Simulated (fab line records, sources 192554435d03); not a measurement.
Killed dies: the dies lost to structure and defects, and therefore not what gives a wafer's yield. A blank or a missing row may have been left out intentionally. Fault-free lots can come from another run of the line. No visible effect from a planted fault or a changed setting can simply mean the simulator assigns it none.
Lot-split experiment / flow n5 finfet / route with 1938 steps; 7 lots, 21 wafers read

ABOUT THE SPLIT
At N5_PASSIVATION_ETCH_54 (etches SiO2 in CHF3/O2, target depth 880 nm, time 440 s), the setting bias w was moved away from the recipe's 170 W on 8 of the 21 wafers read, by -12.8% to +16.8%. The other wafers ran this setting at the recipe's value.

The split's own step is where the reading is taken.

THE READING
rf vpp V, in V, at N5_PASSIVATION_ETCH_54 (etches SiO2 in CHF3/O2, target depth 880 nm, time 440 s). Fault-free wafers of this fab line usually give 520 V, standard deviation 12 V.

wafer=L078.1; tool, chamber at the split=rie diel-05, 3; bias w as run, W=194.5; against the recipe=+14.4%; rf vpp V, V=574; against lot-mates on the recipe=+39
wafer=L078.2; tool, chamber at the split=rie diel-05, 0; bias w as run, W=194.5; against the recipe=+14.4%; rf vpp V, V=594; against lot-mates on the recipe=+59
wafer=L078.6; tool, chamber at the split=rie diel-05, 2; bias w as run, W=170; against the recipe=recipe; rf vpp V, V=535; against lot-mates on the recipe=-
wafer=L080.1; tool, chamber at the split=rie diel-06, 2; bias w as run, W=170; against the recipe=recipe; rf vpp V, V=508; against lot-mates on the recipe=-
wafer=L080.2; tool, chamber at the split=rie diel-06, 1; bias w as run, W=161; against the recipe=-5.3%; rf vpp V, V=496; against lot-mates on the recipe=-12
wafer=L080.6; tool, chamber at the split=rie diel-06, 2; bias w as run, W=161; against the recipe=-5.3%; rf vpp V, V=486; against lot-mates on the recipe=-22
wafer=L092.1; tool, chamber at the split=rie diel-02, 3; bias w as run, W=198.5; against the recipe=+16.8%; rf vpp V, V=564; against lot-mates on the recipe=+46
wafer=L092.3; tool, chamber at the split=rie diel-02, 0; bias w as run, W=198.5; against the recipe=+16.8%; rf vpp V, V=587; against lot-mates on the recipe=+69
wafer=L092.4; tool, chamber at the split=rie diel-02, 0; bias w as run, W=170; against the recipe=recipe; rf vpp V, V=518; against lot-mates on the recipe=-
wafer=L093.2; tool, chamber at the split=rie diel-02, 3; bias w as run, W=148.2; against the recipe=-12.8%; rf vpp V, V=447; against lot-mates on the recipe=-71
wafer=L093.5; tool, chamber at the split=rie diel-02, 1; bias w as run, W=148.2; against the recipe=-12.8%; rf vpp V, V=463; against lot-mates on the recipe=-55
wafer=L093.6; tool, chamber at the split=rie diel-02, 0; bias w as run, W=170; against the recipe=recipe; rf vpp V, V=518; against lot-mates on the recipe=-
wafer=L094.3; tool, chamber at the split=rie diel-05, 2; bias w as run, W=170; against the recipe=recipe; rf vpp V, V=535; against lot-mates on the recipe=-
wafer=L094.4; tool, chamber at the split=rie diel-05, 3; bias w as run, W=170; against the recipe=recipe; rf vpp V, V=515; against lot-mates on the recipe=-
wafer=L094.5; tool, chamber at the split=rie diel-05, 1; bias w as run, W=170; against the recipe=recipe; rf vpp V, V=535; against lot-mates on the recipe=-
wafer=L096.1; tool, chamber at the split=rie diel-06, 1; bias w as run, W=170; against the recipe=recipe; rf vpp V, V=519; against lot-mates on the recipe=-
wafer=L096.5; tool, chamber at the split=rie diel-06, 1; bias w as run, W=170; against the recipe=recipe; rf vpp V, V=518; against lot-mates on the recipe=-
wafer=L096.6; tool, chamber at the split=rie diel-06, 0; bias w as run, W=170; against the recipe=recipe; rf vpp V, V=509; against lot-mates on the recipe=-
wafer=L097.2; tool, chamber at the split=rie diel-06, 1; bias w as run, W=170; against the recipe=recipe; rf vpp V, V=518; against lot-mates on the recipe=-
wafer=L097.4; tool, chamber at the split=rie diel-06, 2; bias w as run, W=170; against the recipe=recipe; rf vpp V, V=507; against lot-mates on the recipe=-
wafer=L097.5; tool, chamber at the split=rie diel-06, 2; bias w as run, W=170; against the recipe=recipe; rf vpp V, V=507; against lot-mates on the recipe=-

THE FIT
A straight line over all 21 wafers: rf vpp V changes by +4.24 V for each +1% of bias w; r = +0.95; the points scatter about the line by 11 V.
The same after taking each lot's own level away (the mean of its wafers on the recipe; 21 wafers): +3.81 V for each +1%; r = +0.96; scatter 8.9 V.
Per that fit: largest bias w move, reading shift of 64 V.
Across the lots, their own levels run from 508.0 to 535.0 V, a range of 2.2 times the standard deviation given above.
In other words, the slope is changed by the lot-to-lot level; the two fits disagree.
Check: with one of the wafers moved furthest among these (+16.8%) left out of the fit, the line predicts +66.3 V for it against its lot-mates. It came out at +46 V against them.
Tool readings at the split's step, against how far the setting was moved: rf vpp V r = +0.95.

THE FILE'S OWN FIT
rf vpp V changes by +3.8 V for each +1% of bias w, r = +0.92.
